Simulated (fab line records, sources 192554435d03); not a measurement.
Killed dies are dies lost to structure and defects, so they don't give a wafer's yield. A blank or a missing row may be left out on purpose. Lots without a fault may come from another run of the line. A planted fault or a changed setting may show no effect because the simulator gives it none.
fab line records | flow n5_finfet
record lots=4 wafers=12 last_day=18
route steps=1938 shown BEOL_M6@1256 BEOL_M7@1263
lots that met no fault: from a run of the same line without faults
start_h: hours from the record's first day to the start of the lot's first wafer shown | wait_h: hours since the lot's step before | " the same as in the row above | L1.1+2: a row that stands for several wafers | - no value, or no start given | * or withheld: withheld | < > ~ a bound
route shown NAME@n: a module of which the file shows steps, and the number in the route of the first | usual: mean/standard deviation of fault-free wafers | same: alike in all rows | chamber/n: place in a boat | sites: the reading at each site | _std_site: their standard deviation | _edge_site: outer sites' mean less inner sites' | radius_mm: how far each site lies from the wafer's centre | mask NAME#n: copy n | behind: the tool/chamber that last shaped the wafer | hold: why the lot was held/for how many hours/how that ended | device: the transistor (n, p or np) that didn't switch | end of line: the same wafers' tests at the end of the route | a step without rows: its recipe alone | killed: dies lost to structure and defects at the first sort, not the wafer's yield | map: a wafer's dies, x killed, . not, _ none there
set.NAME: the setting as run; set.NAME@STEP: as run at that earlier step | model.NAME: the simulator's own value behind a step, which no gauge read
lots at some steps of the route; a table a step, a row a wafer
services: from which hour (start_h, from the record's first day; less than 0 if before it) a tool's chamber was out of use, for how many hours, and why
## steps
# step N5_BEOL_M6_ANNEAL_51
# recipe temp_c=225 time_s=90 ambient=N2
# step N5_BEOL_M6_CMP_52
# recipe stop_on=SiCOH_lowk t_overpolish_s=6.9 down_force_psi=1 platen_rpm=50 clearing_platen_down_force_psi=1.5 clearing_platen_rpm=50 post_cmp_clean=cu_alkaline target_thk_nm=80 clearing_platen_pad_velocity_m_s=0.99484 pad_velocity_m_s=0.99484
# step N5_BEOL_M6_PRE_CLEAN_55
# recipe gas=NH3 time_s=15 temp_c=withheld rf_power_w=300
# step N5_BEOL_M6_DEP_56
# recipe material=SiCN target_thk_a=100 temp_c=withheld precursor=3MS/NH3 pressure_torr=3 rf_w=202 time_s=17.5
# step N5_BEOL_M7_ILD_DEP_00
# recipe material=SiCOH_lowk target_thk_a=1797.5 temp_c=300 precursor=DEMS/porogen pressure_torr=5 rf_w=500 time_s=33.4
# step N5_BEOL_M7_CURE_74
# recipe temp_c=385 time_s=240 ambient=He/Ar material=SiCOH_lowk
# step N5_BEOL_M7_PECVD_70
# recipe material=SiO2 target_thk_a=200 temp_c=400 precursor=TEOS/O2 pressure_torr=5.5 rf_w=450 teos_flow_sccm=53.8 gas=O2 flow_sccm=3000 time_s=22.7
# step N5_BEOL_M7_HM_DEP_02
# recipe material=TiN target_thk_a=200 temp_c=25 chamber_pressure_pa=0.49996
# step N5_BEOL_M7_COAT_59
# recipe resist=SOC temp_c=250 time_s=60 spin_rpm=1500 resist_thk_nm=100
# usual spin_speed_rpm=1500.1/0.98
# columns lot.wafer tool chamber start_h wait_h spin_speed_rpm model.SOC_of_BEOL_M7_COAT_59.thk_nm
L802.1 litho_track-02 0 208.48 0.1 1499.1 99.6
L802.4 " 0 " " 1500.9 99.8
L802.5 " 0 " " 1498.4 100
L809.1 litho_track-02 0 249.69 0.1 1253.5 109.2
L809.2 " 0 " " 1254.6 109.4
L809.4 " 0 " " 1255.0 109.4
L811.1 litho_track-02 0 272.10 0.1 1256.6 109
L811.2 " 0 " " 1254.3 109.2
L811.6 " 0 " " 1254.5 109.2
L820.2 litho_track-05 0 345.21 0.1 1499.7 100
L820.3 " 0 " " 1500.9 100.2
L820.6 " 0 " " 1499.4 100
# step N5_BEOL_M7_COAT_60
# recipe resist=SiARC temp_c=220 time_s=60 spin_rpm=1500 resist_thk_nm=35
# step N5_BEOL_M7_COAT_05
# recipe resist=CAR-ArF spin_rpm=1500 resist_thk_nm=90
# step N5_BEOL_M7_EBR_07
# recipe solvent=PGMEA ebr_width_mm=1.5
# step N5_BEOL_M7_SOFTBAKE_06
# recipe temp_c=110 time_s=60 resist=CAR-ArF
# step N5_BEOL_M7_EXPOSE_08
# recipe mask_id=M7 na=1.35 source_shape=dipole sigma_inner=0.817 sigma_outer=0.97 polarization=te dose_mj=68.25
# step N5_BEOL_M7_PEB_09
# recipe peb_temp_c=withheld peb_time_s=60 resist=CAR-ArF
# step N5_BEOL_M7_DEVELOP_10
# recipe develop_time_s=30 developer=TMAH resist=CAR-ArF rinse_liquid=diw dry=air_spin dev_temp_c=23
# step N5_BEOL_M7_DESCUM_16
# recipe chemistry=O2 time_s=7.9 source_power_w=50 bias_power_w=20 pressure_mtorr=20 rf_frequency_hz=2.712e+07 temp_c=40 resist=CAR-ArF o2_flow_sccm=225
# step N5_BEOL_M7_ETCH_61
# recipe chemistry=CF4 target=SiARC target_depth_a=455 mask_material=CAR-ArF time_s=75.8 ion_energy_ev=80 pressure_mtorr=40 source_w=545 bias_w=36 Ar_flow_sccm=100 cf4_flow_sccm=100 ends=cleared
# step N5_BEOL_M7_ETCH_62
# recipe chemistry=N2/H2 target=SOC target_depth_a=1100 overetch_a=220 mask_material=SiARC temp_c=40 time_s=165 ion_energy_ev=200 pressure_mtorr=30 source_w=840 bias_w=150 n2_flow_sccm=200 h2_flow_sccm=200
# usual drypump_motor_current_A=5.6/0.56 oes_product_au=0.66/0.063 rf_vpp_V=523.8/2.3 showerhead_plenum_p_Torr=2.54/0.077 throttle_valve_pct=17.81/0.21
# columns lot.wafer tool chamber start_h wait_h drypump_motor_current_A oes_product_au rf_hours_counter_h rf_vpp_V showerhead_plenum_p_Torr throttle_valve_pct model.etch.depth_nm
L802.1 rie_diel-06 2 209.08 0.0 5.0 0.75 39 521.3 2.49 17.42 99.65
L802.4 " 1 " " 5.1 0.61 221 522.5 2.50 17.74 99.83
L802.5 " 0 " " 6.2 0.64 - 521.4 2.41 17.94 99.97
L809.1 rie_diel-06 0 250.35 0.0 6.3 0.66 187 520.4 2.41 17.97 109.2
L809.2 " 3 " " 5.7 0.69 124 526.6 2.65 17.69 109.3
L809.4 " 1 " " 5.1 0.64 234 523.9 2.49 17.74 109.4
L811.1 rie_diel-01 2 272.65 0.0 6.0 0.69 116 524.2 2.54 17.85 109.1
L811.2 " 1 " " 4.8 0.62 223 525.8 2.62 17.85 109.2
L811.6 " 2 " " 6.0 0.69 - 524.8 2.54 17.83 109.2
L820.2 rie_diel-01 1 346.04 0.0 4.9 0.58 244 526.4 2.61 17.89 99.93
L820.3 " 3 " " 5.9 0.61 232 520.7 2.42 18.11 100.1
L820.6 " 0 " " 5.2 0.61 - 524.1 2.52 18.17 99.94
# step N5_BEOL_M7_STRIP_68
# recipe chemistry=N2/H2 temp_c=40 n2_flow_sccm=200 h2_flow_sccm=200 rf_frequency_hz=6e+07
# step N5_BEOL_M7_STRIP_67
# recipe chemistry=CF4 resist=SiARC power_w=300 bias_power_w=75 pressure_mtorr=50 cf4_flow_sccm=150 rf_frequency_hz=6e+07
# step N5_BEOL_M7_HM_OPEN_17
# recipe chemistry=Cl2/BCl3 target_depth_a=200 overetch_a=60 target=TiN mask_material=SOC ion_energy_ev=150 pressure_mtorr=10 icp_w=1000 bias_w=126 Cl2_flow_sccm=53.25 bcl3_flow_sccm=21.75 Ar_flow_sccm=25
# usual drypump_motor_current_A=5.95/0.28 oes_product_au=0.65/0.1 throttle_valve_pct=22.17/0.14
# columns lot.wafer tool chamber start_h wait_h drypump_motor_current_A oes_product_au rf_hours_counter_h throttle_valve_pct model.SOC_of_BEOL_M7_COAT_59.thk_nm
L802.1 rie_metal-03 0 209.27 0.0 6.12 0.53 121 22.27 92
L802.4 " 0 " " 6.14 0.54 - 22.25 92.2
L802.5 " 0 " " 6.11 0.53 - 22.26 92.2
L809.1 rie_metal-02 1 250.53 0.0 5.46 0.53 112 22.27 101.6
L809.2 " 0 " " 5.78 0.83 1 22.46 101.6
L809.4 " 1 " " 5.45 0.53 - 22.26 102
L811.1 rie_metal-03 1 272.83 0.0 6.00 0.66 44 22.17 101.6
L811.2 " 1 " " 5.99 0.66 - 22.16 101.6
L811.6 " 1 " " 6.01 0.66 - 22.16 101.6
L820.2 rie_metal-01 0 346.23 0.0 6.26 0.63 53 22.02 92
L820.3 " 1 " " 6.18 0.74 - 22.08 92.2
L820.6 " 0 " " 6.24 0.63 - 22.01 92.2
# step N5_BEOL_M7_STRIP_19
# recipe chemistry=O2 power_w=400 temp_c=40 pressure_mtorr=30 rf_frequency_hz=6e+07 bias_power_w=0 overash_fraction=0.2 o2_flow_sccm=225
## services
# columns tool chamber start_h hours kind
rie_metal-02 0 211.43 - clean
rie_metal-02 0 211.43 27.5 scheduled_down
rie_metal-02 0 211.43 27.5 vent_cycle
rie_diel-06 0 213.00 3.4 repair
rie_diel-01 1 226.18 3.6 repair
rie_diel-01 0 241.59 12.8 repair
rie_metal-03 0 255.44 - clean
rie_metal-03 0 255.44 26.1 scheduled_down
rie_metal-03 0 255.44 26.1 vent_cycle
rie_metal-01 1 276.01 6.2 repair
rie_diel-06 1 290.13 8.6 repair
rie_diel-01 - 294.76 1.2 repair
rie_metal-02 1 303.59 - clean
rie_metal-02 1 303.59 18.1 scheduled_down
rie_metal-02 1 303.59 18.1 vent_cycle
rie_diel-06 1 312.47 - clean
rie_diel-06 1 312.47 - consumable_replace:focus_ring
rie_diel-06 1 312.47 21.9 scheduled_down
rie_diel-06 1 312.47 21.9 vent_cycle
rie_metal-02 0 320.82 3.8 repair
## key
first_sign step=N5_BEOL_M7_COAT_59 reading=spin_speed_rpm direction=down sigmas=99+ usual=* struck=*
effect none on later readings
model_effect step=N5_BEOL_M7_COAT_59 value=SOC_of_BEOL_M7_COAT_59.thk_nm without=99.87 struck=109.2
model_effect step=N5_BEOL_M7_ETCH_62 value=etch.depth_nm without=99.89 struck=109.2
model_effect step=N5_BEOL_M7_HM_OPEN_17 value=SOC_of_BEOL_M7_COAT_59.thk_nm without=92.3 struck=101.7
met_at N5_BEOL_M7_COAT_59
struck_wafers L809.1,L809.2,L809.4,L811.1,L811.2,L811.6
onset_between 208.48 249.69
fault kind=process_parameter_drift tool=litho_track-02 chamber=- onset_h=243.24 steps=N5_BEOL_M7_COAT_59 channel=spin_rpm offset=* shape=step end_h=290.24 acts_in=* stated=*
